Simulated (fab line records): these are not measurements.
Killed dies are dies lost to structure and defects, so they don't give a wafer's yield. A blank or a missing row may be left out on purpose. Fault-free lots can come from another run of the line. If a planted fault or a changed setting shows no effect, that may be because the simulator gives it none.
fab line records	flow n5_finfet
[record] lots = 10	wafers = 30	last_day = 18
route steps=1938 shown BEOL_M13@1703 BEOL_M14@1722 PASSIVATION@1936
lots with no fault: from the same line, run without faults
start_h: the number of hours between the record's first day and the start of the first shown wafer of the lot	wait_h: how many hours have passed since the lot's step before this one	" identical to the entry in the row above	L1.1+2: a row that stands for several wafers	- no value, or no start was given	* or withheld: withheld	< > ~ a bound
route shown NAME@n: NAME is a module with steps in the file, n the number in the route of the first one	usual: average and standard deviation across the fault-free wafers	same: alike in all rows	chamber/n: place in a boat	sites: readings site by site	_std_site: how widely they spread, as a standard deviation	_edge_site: the outer-site mean with the inner-site mean subtracted	radius_mm: how far each site lies from the wafer's centre	mask NAME#n: copy n	behind: the tool/chamber that last shaped the wafer	hold: the reason the lot was held/the length of the hold in hours/how it ended	device: which transistor (n, p or np) failed to switch	end of line: the tests these same wafers got at the end of their route	where a step has no rows: the recipe by itself	killed: at the first sort, the dies lost to defects and structure; wafer yield is something else	map: a wafer's dies, marking killed ones x, the rest . and places with no die _
set.NAME: the setting that was run; set.NAME@STEP: the one run at that earlier step	model.NAME: the simulator's own value behind a step, which no gauge read
the route's steps for a sample of lots (tables are steps, rows are wafers)
services: a tool's chamber out of use, with start hour (start_h, from the record's first day; less than 0 if before it), hours out, and reason
[[steps]]
[step N5_BEOL_M13_DEGAS_41]
[recipe] ambient = vacuum	temp_c = 250	time_s = 60
[usual] heater_power_w = 327/33
lot.wafer	tool	chamber	start_h	wait_h	heater_power_w
L403.2	pvd_sputter-01	-	250.77	0.4	356
L403.5	"	-	"	"	337
L403.6	"	-	"	"	345
L401.2	pvd_sputter-02	-	250.88	0.2	321
L401.3	"	-	"	"	325
L401.6	"	-	"	"	325
L402.1	pvd_sputter-02	-	251.36	0.2	392
L402.3	"	-	"	"	322
L402.5	"	-	"	"	313
L405.2	pvd_sputter-02	-	267.81	0.4	395
L405.3	"	-	"	"	318
L405.6	"	-	"	"	321
L409.1	pvd_sputter-01	-	303.56	0.1	351
L409.2	"	-	"	"	276
L409.4	"	-	"	"	277
L415.1	pvd_sputter-03	-	332.39	0.7	302
L415.3	"	-	"	"	356
L415.4	"	-	"	"	371
L413.1	pvd_sputter-02	-	333.60	0.4	328
L413.3	"	-	"	"	331
L413.4	"	-	"	"	399
L422.1	pvd_sputter-01	-	388.69	2.0	276
L422.3	"	-	"	"	284
L422.6	"	-	"	"	294
L424.1	pvd_sputter-03	-	394.63	0.5	349
L424.3	"	-	"	"	303
L424.6	"	-	"	"	300
L423.1	pvd_sputter-01	-	403.54	0.7	344
L423.4	"	-	"	"	281
L423.5	"	-	"	"	277
[step N5_BEOL_M13_ANNEAL_48]
[recipe] temp_c = 225	time_s = 90	ambient = N2
[usual] wafer_temp_C_max = 226.6/0.65
lot.wafer	tool	chamber	start_h	wait_h	wafer_temp_C_max
L403.2	rtp_anneal-02	0	251.71	0.5	227.2
L403.5	"	0	"	"	226.7
L403.6	"	0	"	"	227.3
L401.2	rtp_anneal-02	0	252.49	1.2	227.0
L401.3	"	0	"	"	226.7
L401.6	"	0	"	"	227.5
L402.1	rtp_anneal-02	0	253.48	1.7	227.5
L402.3	"	0	"	"	226.4
L402.5	"	0	"	"	226.7
L405.2	rtp_anneal-02	0	268.42	0.2	226.9
L405.3	"	0	"	"	227.2
L405.6	"	0	"	"	226.8
L409.1	rtp_anneal-02	0	304.43	0.5	228.1
L409.2	"	0	"	"	227.4
L409.4	"	0	"	"	227.4
L415.1	rtp_anneal-01	0	332.91	0.1	225.6
L415.3	"	0	"	"	225.6
L415.4	"	0	"	"	225.7
L413.1	rtp_anneal-02	0	334.12	0.1	226.9
L413.3	"	0	"	"	227.7
L413.4	"	0	"	"	226.7
L422.1	rtp_anneal-02	0	389.21	0.1	226.4
L422.3	"	0	"	"	227.3
L422.6	"	0	"	"	227.0
L424.1	rtp_anneal-01	0	395.15	0.1	225.8
L424.3	"	0	"	"	225.7
L424.6	"	0	"	"	225.6
L423.1	rtp_anneal-02	0	404.07	0.1	226.3
L423.4	"	0	"	"	226.8
L423.5	"	0	"	"	226.8
[step N5_BEOL_M14_EXPOSE_07]
[recipe] mask_id = V13	na = 0.8	source_shape = annular	sigma_inner = 0.5	sigma_outer = 0.8	polarization = unpolarized	attpsm_phase_deg = 180	dose_mj = 57
[same] na = 0.8
lot.wafer	tool	chamber	start_h	wait_h	mask
L403.2+5+6	krf_scanner-01	0	253.20	-	V13#0
L401.2+3+6	krf_scanner-02	0	253.95	-	V13#0
L402.1+3+5	krf_scanner-02	0	255.06	-	V13#0
L405.2+3+6	krf_scanner-02	0	269.71	-	V13#0
L409.1+2+4	krf_scanner-02	0	305.54	-	V13#0
L415.1+3+4	krf_scanner-01	0	334.15	-	V13#0
L413.1+3+4	krf_scanner-02	0	335.35	-	V13#0
L422.1+3+6	krf_scanner-02	0	390.45	-	V13#0
L424.1+3+6	krf_scanner-01	0	396.27	-	V13#0
L423.1+4+5	krf_scanner-02	0	405.22	-	V13#0
[step N5_BEOL_M14_CD_MEAS_10]
[recipe] target_cd_nm = 250	landing_energy_ev = 500	detector = se_inlens	polarity = opening
[usual] cd_nm = 249.5/1.4
lot.wafer	tool	chamber	start_h	wait_h	cd_nm
L403.2	cd_sem-03	0	253.37	-	250.4
L403.5	"	0	"	"	247.5
L403.6	"	0	"	"	251.0
L401.2	cd_sem-03	0	254.12	-	249.1
L401.3	"	0	"	"	250.2
L401.6	"	0	"	"	249.8
L402.1	cd_sem-03	0	255.24	-	250.5
L402.3	"	0	"	"	249.7
L402.5	"	0	"	"	249.6
L405.2	cd_sem-03	0	269.88	-	249.8
L405.3	"	0	"	"	249.8
L405.6	"	0	"	"	249.9
L409.1	cd_sem-01	0	305.72	-	247.7
L409.2	"	0	"	"	247.8
L409.4	"	0	"	"	248.4
L415.1	cd_sem-02	0	334.32	-	247.1
L415.3	"	0	"	"	248.6
L415.4	"	0	"	"	249.9
L413.1	cd_sem-02	0	335.53	-	242.7
L413.3	"	0	"	"	245.6
L413.4	"	0	"	"	245.9
L422.1	cd_sem-01	0	390.63	-	250.8
L422.3	"	0	"	"	250.8
L422.6	"	0	"	"	252.4
L424.1	cd_sem-03	0	396.45	-	251.0
L424.3	"	0	"	"	249.1
L424.6	"	0	"	"	249.3
L423.1	cd_sem-01	0	405.39	-	246.8
L423.4	"	0	"	"	246.9
L423.5	"	0	"	"	250.1
[step N5_BEOL_M14_STRIP_64]
[recipe] chemistry = O2	power_w = 600	temp_c = 60	pressure_mtorr = 30	rf_frequency_hz = 6e+07	bias_power_w = 0	overash_fraction = 0.3	o2_flow_sccm = 225
[usual] drypump_motor_current_A = 5.8/0.43	oes_product_au = 0.82/0.065	rf_vpp_V = 3.6/0.5	showerhead_plenum_p_Torr = 2.11/0.073	temp_c = 60.02/0.11	throttle_valve_pct = 16.55/0.15
lot.wafer	tool	chamber	start_h	wait_h	drypump_motor_current_A	oes_product_au	rf_hours_counter_h	rf_vpp_V	showerhead_plenum_p_Torr	temp_c	throttle_valve_pct
L403.2	rie_diel-02	0	-	-	5.8	0.70	216	3.2	1.99	60.10	16.71
L403.5	"	0	"	"	5.8	0.70	-	4.0	1.99	60.01	16.69
L403.6	"	1	"	"	5.2	0.82	-	3.5	2.12	59.91	16.57
L401.2	rie_diel-02	1	-	-	5.3	0.81	81	3.2	2.12	59.96	16.56
L401.3	"	2	"	"	6.2	0.79	104	3.7	2.20	60.03	16.52
L401.6	"	3	"	"	5.6	0.85	-	3.2	2.13	60.01	16.27
L402.1	rie_diel-04	1	-	-	5.4	0.84	67	4.0	2.13	60.12	16.53
L402.3	"	0	"	"	5.2	0.88	24	3.5	2.04	59.97	16.06
L402.5	"	1	"	"	5.4	0.84	-	4.3	2.13	59.97	16.53
L405.2	rie_diel-04	0	-	-	5.2	0.87	28	3.6	2.04	60.05	16.07
L405.3	"	3	"	"	6.5	0.69	233	3.9	2.16	59.90	16.84
L405.6	"	2	"	"	5.8	0.98	-	3.5	2.04	60.00	16.36
L409.1	rie_diel-02	3	-	-	5.7	0.84	57	2.9	2.12	60.09	16.31
L409.2	"	1	"	"	5.2	0.80	95	3.9	2.11	59.88	16.60
L409.4	"	0	"	"	5.8	0.68	232	3.5	1.98	60.02	16.73
L415.1	rie_diel-05	3	-	-	5.2	0.81	87	3.6	2.20	60.21	16.58
L415.3	"	1	"	"	5.6	0.79	98	3.6	2.02	60.08	16.72
L415.4	"	0	"	"	5.8	0.83	80	3.8	2.02	59.96	16.55
L413.1	rie_diel-05	2	-	-	6.6	0.92	34	4.3	2.14	60.14	16.64
L413.3	"	3	"	"	5.2	0.82	88	4.1	2.20	59.99	16.59
L413.4	"	0	"	"	5.8	0.83	81	3.8	2.02	60.04	16.53
L422.1	rie_diel-05	3	-	-	5.2	0.80	102	3.9	2.19	60.08	16.61
L422.3	"	0	"	"	5.7	0.79	99	3.9	2.02	59.83	16.60
L422.6	"	0	"	"	5.7	0.81	-	2.6	2.02	60.01	16.57
L424.1	rie_diel-02	3	-	-	5.7	0.79	91	3.4	2.11	59.93	16.37
L424.3	"	2	"	"	6.2	0.74	151	3.7	2.19	60.07	16.58
L424.6	"	2	"	"	6.2	0.74	-	4.0	2.19	60.05	16.59
L423.1	rie_diel-02	1	-	-	5.2	0.78	129	3.6	2.10	60.08	16.66
L423.4	"	3	"	"	5.7	0.79	93	3.0	2.11	59.94	16.37
L423.5	"	0	"	"	5.8	0.96	-	3.0	2.23	59.74	16.29
[step N5_BEOL_M14_CD_MEAS_17]
[recipe] target_cd_nm = 250	polarity = opening
[usual] cd_nm = 250.2/1.6
lot.wafer	tool	chamber	start_h	wait_h	cd_nm
L403.2	cd_sem-02	-	253.90	0.0	251.8
L403.5	"	-	"	"	250.1
L403.6	"	-	"	"	252.4
L401.2	cd_sem-01	-	254.65	0.0	250.5
L401.3	"	-	"	"	249.4
L401.6	"	-	"	"	249.4
L402.1	cd_sem-01	-	256.11	0.0	251.7
L402.3	"	-	"	"	248.4
L402.5	"	-	"	"	249.6
L405.2	cd_sem-03	-	270.40	0.0	248.1
L405.3	"	-	"	"	251.3
L405.6	"	-	"	"	250.9
L409.1	cd_sem-03	-	306.24	0.0	248.8
L409.2	"	-	"	"	249.5
L409.4	"	-	"	"	249.9
L415.1	cd_sem-02	-	334.96	0.0	246.3
L415.3	"	-	"	"	248.9
L415.4	"	-	"	"	251.6
L413.1	cd_sem-02	-	336.05	0.0	243.4
L413.3	"	-	"	"	246.8
L413.4	"	-	"	"	246.9
L422.1	cd_sem-03	-	391.15	0.0	250.9
L422.3	"	-	"	"	251.6
L422.6	"	-	"	"	253.2
L424.1	cd_sem-03	-	396.97	0.0	251.8
L424.3	"	-	"	"	248.8
L424.6	"	-	"	"	249.5
L423.1	cd_sem-03	-	406.00	0.0	248.8
L423.4	"	-	"	"	248.3
L423.5	"	-	"	"	251.4
[step N5_PASSIVATION_PROBE_49]
[usual] defect_limited_yield = 91.3/1.7	killed_at_M0_to_M3 = 33/11	killed_at_M4_up = 14/5.5	killed_at_contacts = 13/6.5	killed_at_front_end = 39/13	killed_at_other = 3.4/2.9	killed_dies = 103/20	killed_on_rim = 14/4.3	killed_open = 69/15	killed_short = 32/8.1	sort_bin_5_function = 5.1/1.1	sort_bin_6_memory = 3.3/0.74	sort_bin_8_speed = 0.00/0.014	sort_n_pass = 1077/20	sort_yield_pct = 91.3/1.7
[same] gross_dies = 1180	killed_at_back_side = 0	sort_bin_4_leakage[%] = 0
lot.wafer	tool	chamber	start_h	wait_h	defect_limited_yield[%]	killed_at_M0_to_M3	killed_at_M4_up	killed_at_contacts	killed_at_front_end	killed_at_other	killed_dies	killed_on_rim	killed_open	killed_short	sort_bin_5_function[%]	sort_bin_6_memory[%]	sort_bin_8_speed[%]	sort_n_pass	sort_yield_pct[%]
L422.1	prober-02	-	423.57	0.8	92.5	31	6	19	29	4	89	11	61	28	4.5	2.8	0	1091	92.5
L422.3	prober-02	-	423.67	0.9	93.1	30	17	12	23	0	82	11	61	20	4.2	2.5	0	1098	93.1
L422.6	prober-02	-	423.82	1.1	90.4	31	10	20	50	2	113	15	82	30	5.4	3.7	0	1067	90.4
// killed by level:class
L422.1 MOL_CONTACT_COAG:geometric_particle:open=15 STI_FIN_REVEAL:geometric_particle:open=12 BEOL_M2:geometric_particle:open=8 BEOL_M1:geometric_particle:open=6 BEOL_M0_SAQP:geometric_particle:short=5 MOL_CONTACT_COAG:geometric_particle:short=4 BEOL_M0_SAQP:geometric_particle:open=4 FIN_SAQP:geometric_particle:short=3
L422.3 BEOL_M1:geometric_particle:open=9 BEOL_M4:geometric_particle:open=9 MOL_CONTACT_COAG:geometric_particle:open=8 BEOL_M3:geometric_particle:open=7 STI_FIN_REVEAL:geometric_particle:open=6 BEOL_M2:geometric_particle:open=4 MOL_CONTACT_COAG:geometric_particle:short=4 STARTING-WAFER:geometric_particle:short=4
L422.6 STI_FIN_REVEAL:geometric_particle:open=18 FIN_SAQP:geometric_particle:open=11 MOL_CONTACT_COAG:geometric_particle:open=11 MOL_CONTACT_COAG:geometric_particle:short=9 BEOL_M2:geometric_particle:open=9 BEOL_M1:geometric_particle:open=6 DUMMY_GATE:geometric_particle:open=5 BEOL_M0_SAQP:geometric_particle:open=5
[[services]]
tool	chamber	start_h	hours	kind
krf_scanner-02	-	269.94	0.8	pm
krf_scanner-01	-	271.68	1.3	pm
krf_scanner-02	-	286.72	1.3	pm
rie_diel-04	3	302.35	11.0	repair
krf_scanner-02	0	312.14	-	calibration
rie_diel-05	-	312.36	2.8	pm
krf_scanner-02	-	318.40	1.0	pm
krf_scanner-01	-	329.55	0.8	pm
pvd_sputter-01	-	336.32	11.7	repair
rie_diel-04	-	337.78	6.8	repair
rie_diel-02	-	344.64	0.3	repair
krf_scanner-01	-	346.34	1.0	pm
rie_diel-05	3	351.58	8.8	repair
rie_diel-02	0	354.63	-	clean
rie_diel-02	0	354.63	-	consumable_replace:focus_ring
rie_diel-02	0	354.63	-	consumable_replace:showerhead
rie_diel-02	0	354.63	22.2	scheduled_down
rie_diel-02	0	354.63	22.2	vent_cycle
krf_scanner-01	-	354.82	3.0	pm
pvd_sputter-02	-	357.05	3.6	repair
rie_diel-05	2	364.74	10.6	repair
pvd_sputter-03	-	367.80	5.5	repair
krf_scanner-01	-	375.20	4.0	pm
krf_scanner-01	-	384.02	4.5	repair
[[key]]
[first_sign] step = N5_BEOL_M14_CD_MEAS_10	reading = cd_nm	direction = down	sigmas = 3.5	usual = 249.5	struck = 244.7	through = control_loop
[effect] step = N5_BEOL_M14_CD_MEAS_17	reading = cd_nm	direction = down	sigmas = 2.8	usual = 250.2	struck = 245.7	through = control_loop
met_at N5_BEOL_M14_EXPOSE_07
struck_lots L413
[loop_trim] step = N5_BEOL_M14_EXPOSE_07	setting = dose	lots = L413
not_acting_at N5_BEOL_M13_DEGAS_41,N5_BEOL_M13_ANNEAL_48,N5_BEOL_M14_STRIP_64
onset_between 305.54 335.35
[fault] kind = process_parameter_drift	tool = krf_scanner-02	chamber = -	onset_h = 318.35	steps = N5_BEOL_M14_EXPOSE_07	channel = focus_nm	offset = 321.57	spread_by_wafer = 0.3	shape = step	end_h = 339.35
// loop_trim: a control loop set the setting to another value than it would have without faults
